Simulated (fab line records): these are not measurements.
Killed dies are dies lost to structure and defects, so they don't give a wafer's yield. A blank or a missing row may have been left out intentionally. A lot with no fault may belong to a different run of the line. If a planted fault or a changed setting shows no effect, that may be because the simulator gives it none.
Chamber matching | flow n5_finfet | N5_BEOL_M7_STRIP_36 on rie_diel-02: 4 sister chambers
The step strips in N2/H2. 8 wafers are shown with their chamber, then 8 later ones without.

## EACH WAFER AND ITS CHAMBER
wafer  | chamber | drypump_motor_current_A (A) | showerhead_plenum_p_Torr (Torr)
L080.3 | 3       | 5.5                         | 2.68
L080.4 | 2       | 6.4                         | 2.57
L083.3 | 1       | 6.4                         | 2.51
L083.5 | 0       | 6.3                         | 2.51
L088.1 | 0       | 6.3                         | 2.50
L088.2 | 3       | 5.5                         | 2.66
L088.4 | 1       | 6.4                         | 2.50
L096.1 | 2       | 6.3                         | 2.56

## WAFERS MISSING THEIR CHAMBER
wafer  | drypump_motor_current_A (A) | showerhead_plenum_p_Torr (Torr)
L096.5 | 6.3                         | 2.50
L096.6 | 5.5                         | 2.66
L097.4 | 6.3                         | 2.55
L097.5 | 6.3                         | 2.49
L097.6 | 6.4                         | 2.50
L092.1 | 6.4                         | 2.55
L092.3 | 6.3                         | 2.49
L092.5 | 6.4                         | 2.50

## WHICH CHAMBER EACH ONE RAN IN
wafer  | from the rows above     | in truth
L096.5 | 0                       | 0
L096.6 | 3                       | 3
L097.4 | 2                       | 2
L097.5 | can't be placed: 0 or 1 | 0
L097.6 | 1                       | 1
L092.1 | 2                       | 2
L092.3 | can't be placed: 0 or 1 | 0
L092.5 | 1                       | 1
Correctly placed: 6 of 8. Can't be placed from these rows: 2 (the true chamber is among the candidates in 2). Wrongly placed: 0.
How it was worked out, from the rows above alone: a wafer's distance from a chamber is the root of the sum, over the readings, of the square of ((its reading less the chamber's mean) divided by the reading's scatter). If the next closest chamber is less than 2 further off than the closest, the wafer can't be placed; otherwise it belongs to the closest. A chamber's mean is the mean of its shown wafers. The scatter: take each reading less its chamber's mean, square it, sum over the shown wafers, divide by the number of wafers less the number of chambers, and take the root.
